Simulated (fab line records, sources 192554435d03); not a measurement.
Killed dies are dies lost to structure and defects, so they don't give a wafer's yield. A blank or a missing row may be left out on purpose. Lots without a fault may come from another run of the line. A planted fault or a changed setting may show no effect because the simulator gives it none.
fab line records | flow n5_finfet
record lots=6 wafers=18 last_day=16
route steps=1938 shown DUMMY_GATE@256 SPACER0@258 SD_EPI_N@262 BEOL_M4@1111
lots that met no fault: from a run of the same line without faults
start_h: hours from the record's first day to the start of the lot's first wafer shown | wait_h: hours since the lot's step before | " the same as in the row above | L1.1+2: a row that stands for several wafers | - no value, or no start given | * or withheld: withheld | < > ~ a bound
route shown NAME@n: a module of which the file shows steps, and the number in the route of the first | usual: mean/standard deviation of fault-free wafers | same: alike in all rows | chamber/n: place in a boat | sites: the reading at each site | _std_site: their standard deviation | _edge_site: outer sites' mean less inner sites' | radius_mm: how far each site lies from the wafer's centre | mask NAME#n: copy n | behind: the tool/chamber that last shaped the wafer | hold: why the lot was held/for how many hours/how that ended | device: the transistor (n, p or np) that didn't switch | end of line: the same wafers' tests at the end of the route | a step without rows: its recipe alone | killed: dies lost to structure and defects at the first sort, not the wafer's yield | map: a wafer's dies, x killed, . not, _ none there
set.NAME: the setting as run; set.NAME@STEP: as run at that earlier step | model.NAME: the simulator's own value behind a step, which no gauge read
lots at some steps of the route; a table a step, a row a wafer
services: from which hour (start_h, from the record's first day; less than 0 if before it) a tool's chamber was out of use, for how many hours, and why
## steps
# step N5_DUMMY_GATE_UV_OZONE_45
# recipe time_s=120 pressure_torr=760 temp_c=25
# step N5_DUMMY_GATE_INSPECT_27
# recipe inspect_instrument=brightfield mode=aei
# usual raw_defect_count=309/79
# columns lot.wafer tool chamber start_h wait_h raw_defect_count
L858.1 defect_inspect-02 - 49.95 0.0 183
L858.2 " - " " 420
L858.4 " - " " 296
L860.2 defect_inspect-02 - 63.30 0.0 317
L860.3 " - " " 324
L860.5 " - " " 502
L871.4 defect_inspect-02 - 129.82 0.0 339
L871.5 " - " " 422
L871.6 " - " " 336
L872.4 defect_inspect-01 - 132.90 0.0 466
L872.5 " - " " 284
L872.6 " - " " 197
L873.2 defect_inspect-01 - 137.80 0.0 346
L873.5 " - " " 469
L873.6 " - " " 254
L876.1 defect_inspect-02 - 161.93 0.0 335
L876.3 " - " " 310
L876.5 " - " " 600
# step N5_SPACER0_ALD_07
# recipe material=SiNx target_thk_a=20 temp_c=400 ald_precursor_family=SiH2I2 ald_co_reactant=N2/H2-plasma pressure_torr=2
# step N5_SPACER0_ALD_00
# recipe material=SiOCN target_thk_a=35 temp_c=400 ald_precursor_family=alkyl-aminosilane ald_co_reactant=O2/N2-plasma pulse_time_s=3 purge_time_s=2 co_reactant_purge_time_s=2 ald_cycles=58 pressure_torr=2
# step N5_SPACER0_ALD_08
# recipe material=SiNx target_thk_a=20 temp_c=400 ald_precursor_family=SiH2I2 ald_co_reactant=N2/H2-plasma pressure_torr=2
# usual heater_power_w=861/86
# columns lot.wafer tool chamber start_h wait_h heater_power_w
L858.1 ald_sin-01 1 50.40 0.1 898
L858.2 " 3 " " 769
L858.4 " 0 " " 1025
L860.2 ald_sin-04 0 64.02 0.1 819
L860.3 " 1 " " 797
L860.5 " 1 " " 820
L871.4 ald_sin-01 1 130.33 0.1 877
L871.5 " 2 " " 973
L871.6 " 1 " " 894
L872.4 ald_sin-01 3 133.35 0.1 752
L872.5 " 1 " " 916
L872.6 " 0 " " 995
L873.2 ald_sin-04 2 138.25 0.1 790
L873.5 " 3 " " 903
L873.6 " 2 " " 772
L876.1 ald_sin-04 3 162.38 0.1 917
L876.3 " 1 " " 820
L876.5 " 0 " " 822
# step N5_SPACER0_INSPECT_04
# recipe inspect_instrument=darkfield mode=post_dep
# usual raw_defect_count=142/38
# columns lot.wafer tool chamber start_h wait_h raw_defect_count
L858.1 defect_inspect-02 - 50.56 0.1 95
L858.2 " - " " 195
L858.4 " - " " 112
L860.2 defect_inspect-02 - 64.18 0.1 172
L860.3 " - " " 168
L860.5 " - " " 218
L871.4 defect_inspect-02 - 130.49 0.1 165
L871.5 " - " " 202
L871.6 " - " " 174
L872.4 defect_inspect-02 - 133.50 0.1 170
L872.5 " - " " 112
L872.6 " - " " 67
L873.2 defect_inspect-02 - 138.41 0.1 144
L873.5 " - " " 184
L873.6 " - " " 132
L876.1 defect_inspect-01 - 162.53 0.1 172
L876.3 " - " " 150
L876.5 " - " " 242
# step N5_SD_EPI_N_COAT_32
# recipe resist=SOC temp_c=250 time_s=60 spin_rpm=1500 resist_thk_nm=350
# step N5_SD_EPI_N_COAT_33
# recipe resist=SiARC temp_c=220 time_s=60 spin_rpm=1500 resist_thk_nm=35
# step N5_SD_EPI_N_COAT_03
# recipe resist=CAR-ArF-block spin_rpm=1500 resist_thk_nm=150
# step N5_SD_EPI_N_EBR_05
# recipe solvent=PGMEA ebr_width_mm=1.5
# step N5_SD_EPI_N_SOFTBAKE_04
# recipe temp_c=110 time_s=60 resist=CAR-ArF-block
# step N5_SD_EPI_N_EXPOSE_06
# recipe mask_id=SD_N_BLK na=1.35 source_shape=conventional sigma_outer=0.8 polarization=unpolarized target_cd_nm=120 dose_mj=39.75
# step N5_SD_EPI_N_PEB_07
# recipe peb_temp_c=110 peb_time_s=60 resist=CAR-ArF-block
# usual chill_plate_temp_C=23.02/0.11 exhaust_pa=44.9/0.86 heater_power_total_W=175.1/1.6
# columns lot.wafer tool chamber start_h wait_h chill_plate_temp_C exhaust_pa heater_power_total_W
L858.1 litho_track-03 0 50.89 0.1 22.85 45.0 177.3
L858.2 " 0 " " 22.86 43.8 174.9
L858.4 " 0 " " 22.95 44.1 173.9
L860.2 litho_track-01 0 64.51 0.0 23.09 44.9 174.1
L860.3 " 0 " " 23.09 45.4 174.1
L860.5 " 0 " " 23.06 45.5 174.5
L871.4 litho_track-01 0 130.82 0.0 23.12 42.4 363.4
L871.5 " 0 " " 22.98 44.0 364.2
L871.6 " 0 " " 23.02 42.6 373.2
L872.4 litho_track-01 0 133.71 0.0 23.16 44.7 363.2
L872.5 " 0 " " 23.05 45.8 368.7
L872.6 " 0 " " 23.03 45.0 373.9
L873.2 litho_track-04 0 138.61 0.0 23.00 45.4 176.5
L873.5 " 0 " " 22.82 45.0 174.7
L873.6 " 0 " " 23.00 45.1 174.9
L876.1 litho_track-03 0 162.86 0.1 23.10 45.3 173.1
L876.3 " 0 " " 22.90 45.3 173.1
L876.5 " 0 " " 22.94 44.6 177.5
# step N5_SD_EPI_N_DEVELOP_08
# recipe develop_time_s=30 developer=TMAH resist=CAR-ArF-block dev_temp_c=23 rinse_liquid=diw dry=air_spin
# step N5_SD_EPI_N_CD_MEAS_09
# recipe target_cd_nm=120 landing_energy_ev=500 detector=se_inlens
# usual cd_nm=119.2/1.2
# columns lot.wafer tool chamber start_h wait_h cd_nm
L858.1 cd_sem-02 0 50.95 - 118.9
L858.2 " 0 " " 118.0
L858.4 " 0 " " 119.2
L860.2 cd_sem-02 0 64.58 - 119.6
L860.3 " 0 " " 118.2
L860.5 " 0 " " 119.8
L871.4 cd_sem-02 0 130.89 - 62.0
L871.5 " 0 " " 60.9
L871.6 " 0 " " 61.4
L872.4 cd_sem-03 0 133.78 - 67.4
L872.5 " 0 " " 68.1
L872.6 " 0 " " 67.7
L873.2 cd_sem-01 0 138.68 - 119.6
L873.5 " 0 " " 121.8
L873.6 " 0 " " 120.7
L876.1 cd_sem-01 0 162.93 - 118.0
L876.3 " 0 " " 118.0
L876.5 " 0 " " 118.3
# step N5_SD_EPI_N_OVL_MEAS_10
# recipe points_per_wafer=44
# usual SD_N_BLK_OVL=-0.5/0.71
# columns lot.wafer tool chamber start_h wait_h SD_N_BLK_OVL[nm]
L858.1 overlay-02 0 50.98 0.0 1.0
L858.2 " 0 " " -0.9
L858.4 " 0 " " -0.8
L860.2 overlay-02 0 64.61 0.0 1.3
L860.3 " 0 " " 0.2
L860.5 " 0 " " 0.3
L871.4 overlay-02 0 130.92 0.0 -0.4
L871.5 " 0 " " -0.5
L871.6 " 0 " " -0.8
L872.4 overlay-02 0 133.81 0.0 -1.2
L872.5 " 0 " " -0.5
L872.6 " 0 " " -0.8
L873.2 overlay-01 0 138.71 0.0 -1.7
L873.5 " 0 " " -0.8
L873.6 " 0 " " 0.0
L876.1 overlay-01 0 162.96 0.0 -1.9
L876.3 " 0 " " 0.5
L876.5 " 0 " " -0.5
# step N5_SD_EPI_N_INSPECT_11
# recipe mode=adi inspect_instrument=macro
# usual raw_defect_count=2.2/1.4
# columns lot.wafer tool chamber start_h wait_h raw_defect_count
L858.1 defect_inspect-02 - 51.01 0.0 2
L858.2 " - " " 0
L858.4 " - " " 5
L860.2 defect_inspect-02 - 64.63 0.0 1
L860.3 " - " " 4
L860.5 " - " " 4
L871.4 defect_inspect-02 - 130.94 0.0 4
L871.5 " - " " 4
L871.6 " - " " 3
L872.4 defect_inspect-02 - 133.83 0.0 3
L872.5 " - " " 2
L872.6 " - " " 3
L873.2 defect_inspect-02 - 138.73 0.0 1
L873.5 " - " " 6
L873.6 " - " " 2
L876.1 defect_inspect-02 - 162.99 0.0 2
L876.3 " - " " 3
L876.5 " - " " 0
# step N5_SD_EPI_N_DESCUM_14
# recipe chemistry=O2 time_s=7.9 source_power_w=50 bias_power_w=20 pressure_mtorr=20 rf_frequency_hz=2.712e+07 temp_c=40 resist=CAR-ArF-block o2_flow_sccm=225
# usual chamber_pressure_mTorr=20.000/0.019 drypump_motor_current_A=5.7/0.4 oes_product_au=0.77/0.1 rf_vpp_V=243.2/1.6 showerhead_plenum_p_Torr=2.09/0.092 temp_c=39.99/0.11 throttle_valve_pct=20.34/0.17
# columns lot.wafer tool chamber start_h wait_h chamber_pressure_mTorr drypump_motor_current_A oes_product_au rf_hours_counter_h rf_vpp_V showerhead_plenum_p_Torr temp_c throttle_valve_pct model.SD_EPI_N.cd_nm
L858.1 rie_diel-02 3 51.04 0.0 20.002 6.6 0.72 162 243.8 2.09 40.09 20.16 118.6
L858.2 " 1 " " 20.020 5.9 0.70 224 244.4 2.19 39.77 20.68 118
L858.4 " 2 " " 19.978 5.6 0.73 191 245.2 2.06 39.91 20.47 119.4
L860.2 rie_diel-04 2 64.67 0.0 20.008 5.3 0.71 192 243.8 2.06 40.07 20.46 119.8
L860.3 " 1 " " 20.021 5.5 0.70 188 244.4 2.18 40.05 20.26 118.2
L860.5 " 3 " " 19.994 6.0 0.67 - 243.2 2.06 40.00 20.14 120
L871.4 rie_diel-05 2 131.16 0.2 20.001 5.5 0.77 155 240.8 1.91 40.08 20.23 61.4
L871.5 " 3 " " 20.010 5.5 0.97 - 240.6 2.02 39.94 20.26 60.8
L871.6 " 2 " " 20.020 5.5 0.77 - 240.8 1.91 40.00 20.23 61.4
L872.4 rie_diel-02 3 133.88 0.0 20.034 6.6 0.71 - 243.6 2.08 40.34 20.21 67
L872.5 " 0 " " 19.994 6.1 0.69 - 240.9 2.01 39.93 20.37 67.6
L872.6 " 2 " " 20.021 5.6 0.71 - 242.9 2.05 40.03 20.51 68
L873.2 rie_diel-04 0 138.77 0.0 19.971 5.6 0.91 32 246.9 2.23 40.01 20.43 119.8
L873.5 " 0 " " 20.026 5.6 0.92 - 245.3 2.23 40.00 20.42 121.4
L873.6 " 1 " " 19.971 5.5 0.69 - 243.3 2.17 40.12 20.28 120.6
L876.1 rie_diel-05 2 163.02 0.0 19.991 5.5 0.76 167 241.8 1.91 39.83 20.24 118
L876.3 " 3 " " 19.991 5.5 0.92 17 242.8 2.02 40.07 20.28 118
L876.5 " 3 " " 19.967 5.5 0.92 - 243.5 2.02 39.94 20.26 118.4
# step N5_SD_EPI_N_ETCH_34
# recipe chemistry=CF4 target=SiARC target_depth_a=455 mask_material=CAR-ArF-block time_s=75.8 ion_energy_ev=80 pressure_mtorr=40 source_w=545 bias_w=36 Ar_flow_sccm=100 cf4_flow_sccm=100 ends=cleared
# step N5_SD_EPI_N_ETCH_35
# recipe chemistry=N2/H2 target=SOC overetch_a=1080 mask_material=SiARC temp_c=40 ion_energy_ev=100 source_w=3000 bias_w=133 pressure_mtorr=20 time_s=486 n2_flow_sccm=200 h2_flow_sccm=200
# usual chamber_pressure_mTorr=19.999/0.018 drypump_motor_current_A=5.7/0.4 oes_product_au=0.68/0.082 rf_vpp_V=240.7/1.5 showerhead_plenum_p_Torr=2.55/0.11 temp_c=40.02/0.11 throttle_valve_pct=23.9/0.35
# columns lot.wafer tool chamber start_h wait_h chamber_pressure_mTorr drypump_motor_current_A oes_product_au rf_hours_counter_h rf_vpp_V showerhead_plenum_p_Torr temp_c throttle_valve_pct
L858.1 rie_diel-02 3 51.13 0.0 19.996 6.6 0.65 162 239.8 2.54 40.00 23.9
L858.2 " 1 " " 20.025 5.9 0.63 224 241.9 2.63 39.94 24.2
L858.4 " 2 " " 19.992 5.6 0.64 191 240.4 2.54 39.95 24.1
L860.2 rie_diel-04 2 64.76 0.0 19.963 5.3 0.64 192 241.7 2.55 40.08 24.4
L860.3 " 1 " " 19.975 5.5 0.64 188 243.2 2.64 39.87 23.6
L860.5 " 3 " " 19.980 6.0 0.61 - 241.1 2.48 40.16 23.3
L871.4 rie_diel-05 2 131.25 0.0 19.995 5.4 0.67 155 237.7 2.33 39.98 23.6
L871.5 " 3 " " 20.015 5.5 0.86 - 239.7 2.50 40.03 24.2
L871.6 " 2 " " 20.004 5.5 0.67 - 237.4 2.33 40.09 23.6
L872.4 rie_diel-02 3 134.11 0.2 20.015 6.5 0.63 - 240.1 2.53 40.02 24.0
L872.5 " 0 " " 20.013 6.2 0.63 - 239.1 2.43 39.89 23.6
L872.6 " 2 " " 19.988 5.6 0.62 - 240.0 2.52 39.93 24.1
L873.2 rie_diel-04 0 138.86 0.0 20.022 5.6 0.79 32 241.7 2.72 39.98 23.9
L873.5 " 0 " " 19.984 5.6 0.80 - 241.7 2.72 40.11 23.9
L873.6 " 1 " " 19.999 5.4 0.63 - 242.1 2.63 40.18 23.6
L876.1 rie_diel-05 2 163.11 0.0 19.995 5.5 0.66 167 237.5 2.32 40.06 23.6
L876.3 " 3 " " 19.992 5.6 0.82 17 238.4 2.49 40.15 24.2
L876.5 " 3 " " 19.999 5.6 0.83 - 241.0 2.49 40.11 24.2
# step N5_SD_EPI_N_STRIP_36
# recipe chemistry=N2/H2 temp_c=40 n2_flow_sccm=200 h2_flow_sccm=200 rf_frequency_hz=6e+07
# step N5_SD_EPI_N_ETCHBACK_44
# recipe chemistry=CH3F/O2 mode=anisotropic_etchback target=SiNx target_depth_a=145 stop_on=SiO2 over_etch_frac=0.3 ion_energy_ev=120 pressure_mtorr=30 source_w=395 bias_w=73 Ar_flow_sccm=150 CH3F_flow_sccm=30 O2_flow_sccm=20
# usual chamber_pressure_mTorr=29.998/0.028 drypump_motor_current_A=5.7/0.4 oes_f_703_au=0.76/0.1 oes_product_au=0.65/0.078 rf_vpp_V=292/7.8 showerhead_plenum_p_Torr=2.00/0.081 throttle_valve_pct=16.31/0.19
# columns lot.wafer tool chamber start_h wait_h chamber_pressure_mTorr drypump_motor_current_A oes_f_703_au oes_product_au rf_hours_counter_h rf_vpp_V showerhead_plenum_p_Torr throttle_valve_pct
L858.1 rie_diel-02 3 51.46 0.0 29.974 6.5 0.71 0.62 162 288 2.01 16.16
L858.2 " 1 " " 30.035 5.9 0.64 0.60 224 306 2.05 16.29
L858.4 " 2 " " 30.007 5.6 0.72 0.62 191 284 1.98 16.45
L860.2 rie_diel-04 2 65.08 0.0 30.036 5.3 0.71 0.61 192 289 1.99 16.54
L860.3 " 1 " " 29.961 5.5 0.73 0.62 188 295 2.08 16.16
L860.5 " 3 " " 29.975 6.0 0.64 0.58 - 302 1.98 16.22
L871.4 rie_diel-05 2 131.58 0.0 30.001 5.5 0.70 0.64 155 296 1.82 16.18
L871.5 " 3 " " 30.005 5.5 1.03 0.82 - 290 1.98 16.43
L871.6 " 2 " " 30.013 5.5 0.70 0.64 - 299 1.82 16.16
L872.4 rie_diel-02 3 134.33 0.1 29.971 6.5 0.69 0.60 - 286 2.00 16.22
L872.5 " 0 " " 30.001 6.2 0.75 0.60 - 282 1.92 16.26
L872.6 " 2 " " 30.008 5.6 0.70 0.60 - 283 1.97 16.53
L873.2 rie_diel-04 0 139.18 0.0 30.000 5.6 0.86 0.77 32 299 2.12 16.23
L873.5 " 0 " " 30.036 5.6 0.86 0.76 - 299 2.12 16.22
L873.6 " 1 " " 29.992 5.5 0.71 0.60 - 294 2.07 16.20
L876.1 rie_diel-05 2 163.44 0.0 30.016 5.5 0.69 0.63 167 296 1.82 16.19
L876.3 " 3 " " 29.995 5.5 0.99 0.79 17 289 1.98 16.47
L876.5 " 3 " " 30.029 5.5 0.99 0.79 - 292 1.98 16.47
# step N5_SD_EPI_N_ETCH_45
# recipe chemistry=CH3F/O2 target=SiOCN target_depth_a=60 mask_material=SOC ion_energy_ev=60 bias_w=29 pressure_mtorr=15 source_w=410 Ar_flow_sccm=150 CH3F_flow_sccm=30 O2_flow_sccm=20
# usual chamber_pressure_mTorr=15.000/0.014 drypump_motor_current_A=5.7/0.4 oes_product_au=0.76/0.099 rf_vpp_V=127.4/1 showerhead_plenum_p_Torr=2.00/0.081 throttle_valve_pct=23.27/0.21
# columns lot.wafer tool chamber start_h wait_h chamber_pressure_mTorr drypump_motor_current_A oes_product_au rf_hours_counter_h rf_vpp_V showerhead_plenum_p_Torr throttle_valve_pct
L858.1 rie_diel-02 3 51.56 0.1 14.992 6.5 0.70 162 127.5 2.01 23.19
L858.2 " 1 " " 15.005 5.9 0.69 224 128.1 2.04 23.24
L858.4 " 2 " " 15.008 5.6 0.72 191 127.1 1.97 23.43
L860.2 rie_diel-04 2 65.18 0.1 14.992 5.3 0.71 192 127.0 1.98 23.49
L860.3 " 1 " " 14.985 5.4 0.72 188 127.1 2.07 23.12
L860.5 " 3 " " 15.032 6.0 0.67 - 126.7 1.97 23.03
L871.4 rie_diel-05 2 131.68 0.1 15.002 5.5 0.74 155 125.6 1.82 23.07
L871.5 " 3 " " 15.001 5.5 0.98 - 126.4 1.97 23.53
L871.6 " 2 " " 14.997 5.4 0.74 - 125.4 1.82 23.05
L872.4 rie_diel-02 3 134.43 0.1 15.006 6.6 0.69 - 126.6 2.00 23.22
L872.5 " 0 " " 14.976 6.1 0.69 - 127.5 1.91 23.20
L872.6 " 2 " " 14.991 5.6 0.69 - 126.4 1.96 23.45
L873.2 rie_diel-04 0 139.28 0.1 14.996 5.6 0.89 32 127.6 2.11 23.26
L873.5 " 0 " " 15.006 5.5 0.89 - 128.4 2.11 23.25
L873.6 " 1 " " 15.021 5.5 0.71 - 129.7 2.07 23.15
L876.1 rie_diel-05 2 163.54 0.1 14.983 5.5 0.73 167 126.6 1.81 23.07
L876.3 " 3 " " 15.005 5.6 0.94 17 128.8 1.97 23.54
L876.5 " 3 " " 15.020 5.5 0.94 - 127.9 1.97 23.52
# step N5_SD_EPI_N_ETCH_16
# recipe chemistry=CHF3/O2 target=SiO2 target_depth_a=50 mask_material=SOC pressure_mtorr=30 source_w=650 bias_w=170 Ar_flow_sccm=200 CHF3_flow_sccm=50 O2_flow_sccm=5 ion_energy_ev=200
# step N5_SD_EPI_N_STRIP_47
# recipe chemistry=CHF3/O2 resist=SiARC rf_frequency_hz=6e+07
# step N5_SD_EPI_N_SD_RECESS_17
# recipe chemistry=HBr/Cl2/O2 target_depth_a=410 mask_material=SOC time_s=23.7 bt_time_s=3 pressure_mtorr=10 icp_w=800 bias_w=112 HBr_flow_sccm=150 Cl2_flow_sccm=80 O2_flow_sccm=12
# usual chamber_pressure_mTorr=10.000/0.011 drypump_motor_current_A=5.6/0.55 oes_product_au=0.997/0.015 throttle_valve_pct=37.0/0.58
# columns lot.wafer tool chamber start_h wait_h chamber_pressure_mTorr drypump_motor_current_A oes_product_au rf_hours_counter_h throttle_valve_pct model.SD_EPI_N.cd_nm
L858.1 rie_si-02 2 51.73 0.0 9.998 6.4 0.994 116 37.1 117.8
L858.2 " 3 " " 10.008 5.8 0.977 116 36.1 115.8
L858.4 " 1 " " 10.008 4.9 1.018 178 36.2 119.8
L860.2 rie_si-05 0 65.35 0.0 10.000 5.3 1.007 58 37.1 120.4
L860.3 " 1 " " 9.969 5.7 0.990 54 37.0 116.6
L860.5 " 1 " " 9.997 5.7 0.997 - 36.9 119
L871.4 rie_si-05 3 131.85 0.0 9.987 5.4 1.008 126 37.5 59.8
L871.5 " 2 " " 10.001 6.4 0.996 - 37.1 62.4
L871.6 " 3 " " 9.991 5.3 1.001 - 37.5 60
L872.4 rie_si-02 3 134.55 0.0 10.002 5.8 0.977 118 36.1 63.4
L872.5 " 3 " " 10.005 5.8 0.983 - 36.1 65.4
L872.6 " 2 " " 10.001 6.4 0.985 - 37.1 67.8
L873.2 rie_si-02 1 139.45 0.0 10.010 4.9 1.014 180 36.2 122.4
L873.5 " 3 " " 9.987 5.9 0.976 - 36.1 124.6
L873.6 " 0 " " 10.009 4.9 0.983 - 37.8 119.6
L876.1 rie_si-02 2 163.71 0.0 9.997 6.4 0.988 118 37.1 116.6
L876.3 " 3 " " 10.000 5.8 0.976 118 36.1 119
L876.5 " 3 " " 9.995 5.9 0.977 - 36.1 120
# step N5_SD_EPI_N_STRIP_38
# recipe chemistry=N2/H2 power_w=1000 temp_c=250 h2_frac=0.65 overash_fraction=0.3 pressure_mtorr=withheld n2_flow_sccm=1750 h2_flow_sccm=3250
# usual drypump_motor_current_A=5.55/0.16 heater_power_w=342/26 oes_product_au=0.762/0.011 temp_c=249.99/0.19
# columns lot.wafer tool chamber start_h wait_h drypump_motor_current_A heater_power_w oes_product_au rf_hours_counter_h temp_c
L858.1 plasma_asher-01 0 51.82 0.1 5.28 388 0.771 31 249.88
L858.2 " 1 " " 5.75 303 0.778 31 249.76
L858.4 " 0 " " 5.25 382 0.763 - 249.65
L860.2 plasma_asher-02 1 65.45 0.1 5.55 350 0.761 85 249.94
L860.3 " 0 " " 5.62 336 0.763 - 250.16
L860.5 " 0 " " 5.67 328 0.780 - 250.30
L871.4 plasma_asher-02 0 131.96 0.1 5.60 333 0.764 - 250.10
L871.5 " 1 " " 5.55 349 0.778 - 249.64
L871.6 " 0 " " 5.64 343 0.748 - 250.14
L872.4 plasma_asher-01 0 134.67 0.1 5.29 382 0.762 - 250.12
L872.5 " 1 " " 5.72 304 0.762 - 250.19
L872.6 " 0 " " 5.24 373 0.757 - 249.88
L873.2 plasma_asher-02 1 139.55 0.1 5.55 353 0.754 99 249.91
L873.5 " 0 " " 5.66 338 0.773 - 250.29
L873.6 " 1 " " 5.60 350 0.746 - 249.85
L876.1 plasma_asher-01 1 163.80 0.1 5.68 305 0.770 54 250.07
L876.3 " 1 " " 5.68 303 0.761 - 250.07
L876.5 " 1 " " 5.72 310 0.776 - 250.32
# step N5_BEOL_M4_RC_MEAS_101
# usual DIBL_N=36.4/2 DIBL_P=36.1/2.5 IOFF_N=0.16/0.037 IOFF_P=0.20/0.038 ION_N=670/13 ION_P=459/8.3 SS_N=71.6/0.69 SS_P=73.3/0.72 VT_N=250/3.4 VT_P=-251/3.1
# columns lot.wafer tool chamber start_h wait_h DIBL_N[mV/V] DIBL_P[mV/V] IOFF_N[nA/um] IOFF_P[nA/um] ION_N[uA/um] ION_P[uA/um] SS_N[mV/dec] SS_P[mV/dec] VT_N[mV] VT_P[mV]
L858.1 prober-02 0 161.12 0.0 35.8 33.4 0.14 0.18 664 456 71.1 72.5 248 -250
L858.2 " 0 " " 39.3 38.6 0.22 0.26 691 473 71.1 73.5 244 -246
L858.4 " 0 " " 33.2 30.4 0.10 0.15 664 458 69.6 71.2 254 -255
L860.2 prober-01 0 174.82 0.2 36.5 37.0 0.17 0.21 687 465 71.8 74.3 250 -251
L860.3 " 0 " " 35.1 34.5 0.13 0.18 643 447 71.2 73.2 250 -249
L860.5 " 0 " " 38.5 39.5 0.19 0.28 653 455 71.9 74.8 249 -248
L873.2 prober-02 0 251.12 0.2 35.6 34.9 0.14 0.19 676 468 71.2 72.7 251 -251
L873.5 " 0 " " 34.9 34.6 0.14 0.18 659 457 71.1 72.5 250 -252
L873.6 " 0 " " 38.1 38.5 0.18 0.24 678 462 71.9 74.0 250 -251
L876.1 prober-01 0 290.32 0.0 36.3 36.2 0.14 0.23 659 468 71.4 73.5 250 -247
L876.3 " 0 " " 37.3 38.6 0.16 0.26 664 470 71.3 73.9 251 -245
L876.5 " 0 " " 36.1 37.3 0.14 0.24 672 476 71.2 73.3 252 -246
## services
# columns tool chamber start_h hours kind
rie_si-02 2 38.22 5.3 repair
rie_diel-05 - 46.75 2.8 pm
rie_diel-02 - 63.88 0.1 repair
ald_sin-04 - 79.54 14.6 pm
rie_diel-04 1 84.16 5.7 repair
ald_sin-01 - 85.29 14.0 pm
plasma_asher-02 - 95.35 2.5 repair
ald_sin-04 - 95.57 0.2 repair
rie_diel-05 3 98.30 - clean
rie_diel-05 3 98.30 - consumable_replace:focus_ring
rie_diel-05 3 98.30 19.9 scheduled_down
rie_diel-05 3 98.30 19.9 vent_cycle
ald_sin-04 3 103.49 7.6 repair
rie_si-02 2 105.70 4.0 repair
rie_si-05 - 107.59 2.8 pm
rie_diel-04 3 117.89 - clean
rie_diel-04 3 117.89 - consumable_replace:focus_ring
rie_diel-04 3 117.89 23.5 scheduled_down
rie_diel-04 3 117.89 23.5 vent_cycle
rie_diel-05 0 132.26 - clean
rie_diel-05 0 132.26 - consumable_replace:focus_ring
rie_si-05 1 140.86 2.5 repair
rie_diel-04 3 143.18 13.8 repair
rie_si-02 1 156.72 4.8 repair
## key
first_sign step=N5_SD_EPI_N_PEB_07 reading=heater_power_total_W direction=up sigmas=99+ usual=* struck=*
effect step=N5_SD_EPI_N_CD_MEAS_09 reading=cd_nm direction=down sigmas=46 usual=119.2 struck=64.6 through=control_loop
model_effect step=N5_SD_EPI_N_DESCUM_14 value=SD_EPI_N.cd_nm without=118.8 struck=64.37
model_effect step=N5_SD_EPI_N_SD_RECESS_17 value=SD_EPI_N.cd_nm without=117.6 struck=63.13
met_at N5_SD_EPI_N_PEB_07
struck_wafers L871.4,L871.5,L871.6,L872.4,L872.5,L872.6
later_rows_left_out L871.4,L871.5,L871.6,L872.4,L872.5,L872.6
sort_left_out L871.4,L871.5,L871.6,L872.4,L872.5,L872.6
tester_left_out L871,L872
loop_trim step=N5_SD_EPI_N_EXPOSE_06 setting=dose lots=L872
onset_between 64.51 130.82
fault kind=process_parameter_drift tool=litho_track-01 chamber=- onset_h=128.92 steps=N5_SD_EPI_N_PEB_07 channel=peb_time_s offset=* shape=step end_h=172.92 acts_in=* stated=*
# tester_left_out: of these lots the tester's yield and bins aren't shown, on N5 and GAA mostly nor the transistor test; their killed dies are dies lost to structure and defects alone, not to doping, threshold or leakage, so they don't give the yield
# sort_left_out: the simulated sort isn't trusted on such a fault, so these wafers' sort isn't shown, and their yield isn't known
# later_rows_left_out: the simulator's readings of these wafers behind a module that went badly wrong aren't trusted and aren't shown, but for the sort
# loop_trim: a control loop set the setting to another value than it would have without faults
